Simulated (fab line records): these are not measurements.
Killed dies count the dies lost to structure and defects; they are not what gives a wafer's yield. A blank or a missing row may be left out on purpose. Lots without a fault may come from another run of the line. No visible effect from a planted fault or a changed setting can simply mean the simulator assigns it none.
Split-lot study | flow n5Finfet | 21 wafers read from 7 lots, route of 1938 steps

== THE SPLIT ==
At N5_BEOL_M1_ETCH_64 (etches SOC in N2/H2, target depth 75 nm, overetch 15 nm, time 112.5 s), the setting sourceW was moved away from the recipe's 840 W on 6 of the 21 wafers read, by -9.3% to +13.2%. The other wafers ran this setting at the recipe's value.

The split's own step is where the reading is taken.

== THE READING ==
rfVppV, in V, at N5_BEOL_M1_ETCH_64 (etches SOC in N2/H2, target depth 75 nm, overetch 15 nm, time 112.5 s). Typical for fault-free wafers on this fab line: 524.9 V, with standard deviation 2.2 V.

wafer  | tool, chamber at the split | sourceW as run, W | against the recipe | rfVppV, V | against lot-mates on the recipe
L074.2 | rieDiel-05, 2              | 840               | recipe             | 520.3     | -
L074.3 | rieDiel-05, 3              | 840               | recipe             | 521.5     | -
L074.4 | rieDiel-05, 1              | 840               | recipe             | 524.5     | -
L080.2 | rieDiel-02, 0              | 950.6             | +13.2%             | 502.9     | -25.8
L080.3 | rieDiel-02, 3              | 840               | recipe             | 528.7     | -
L080.6 | rieDiel-02, 1              | 950.6             | +13.2%             | 504.0     | -24.7
L082.4 | rieDiel-05, 2              | 840               | recipe             | 522.8     | -
L082.5 | rieDiel-05, 3              | 840               | recipe             | 520.4     | -
L082.6 | rieDiel-05, 2              | 840               | recipe             | 521.1     | -
L086.1 | rieDiel-04, 0              | 840               | recipe             | 527.4     | -
L086.4 | rieDiel-04, 2              | 840               | recipe             | 525.9     | -
L086.5 | rieDiel-04, 1              | 840               | recipe             | 527.6     | -
L089.1 | rieDiel-04, 1              | 840               | recipe             | 526.6     | -
L089.4 | rieDiel-04, 0              | 840               | recipe             | 525.8     | -
L089.6 | rieDiel-04, 2              | 840               | recipe             | 526.6     | -
L091.1 | rieDiel-05, 1              | 784.1             | -6.7%              | 536.5     | no lot-mate on the recipe
L091.4 | rieDiel-05, 3              | 784.1             | -6.7%              | 532.7     | no lot-mate on the recipe
L091.6 | rieDiel-05, 1              | 784.1             | -6.7%              | 536.4     | no lot-mate on the recipe
L093.3 | rieDiel-05, 3              | 840               | recipe             | 522.0     | -
L093.4 | rieDiel-05, 2              | 762.2             | -9.3%              | 538.1     | +15.6
L093.6 | rieDiel-05, 1              | 840               | recipe             | 523.0     | -

THE FIT
A straight line over all 21 wafers: rfVppV changes by -1.58 V for each +1% of sourceW; r = -0.96; the points scatter about the line by 2.6 V.
The same after taking each lot's own level away (the mean of its wafers on the recipe; 18 wafers): -1.86 V for each +1%; r = -0.99; scatter 1.1 V.
That fit puts the effect of the largest move of sourceW on the reading at 25 V.
From 521.43 to 528.70 V: that is the span of the lots' own levels, equal to 3.3 times the standard deviation above.
So the slope is not independent of the lot-to-lot level: the two fits are not the same.
Check: for one of the wafers moved furthest among these (+13.2%), held out of the fit, the line's prediction against its lot-mates is -24 V. Against them it came out at -25.8 V.
Tool readings at the split's step, against how far the setting was moved: rfVppV r = -0.96.

== THE OTHER SPLITS THESE WAFERS WENT THROUGH ==
These wafers also went through other splits before the reading. Each is held against what the fit with the lots' levels taken away leaves over:
other split on the same wafers         | wafers away from the commonest value | r with rfVppV (lot level and that fit taken away)
N5_SD_ACTIVATION_LSA_01 tempC          | 6                                    | +0.23
N5_MOL_CONTACT_COAG_SPUTTER_130 powerW | 7                                    | -0.23
N5_MOL_CONTACT_COAG_COAT_76 spinRpm    | 7                                    | -0.11
N5_MOL_CONTACT_COAG_COAT_78 spinRpm    | 10                                   | +0.06
N5_BEOL_M0_SAQP_COAT_08 spinRpm        | 3                                    | +0.05
N5_BEOL_M0_CUTY_EXPOSE_54 doseMj       | 5                                    | +0.54

== THE FILE'S OWN FIT ==
rfVppV changes by -1.84 V for each +1% of sourceW, r = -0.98.
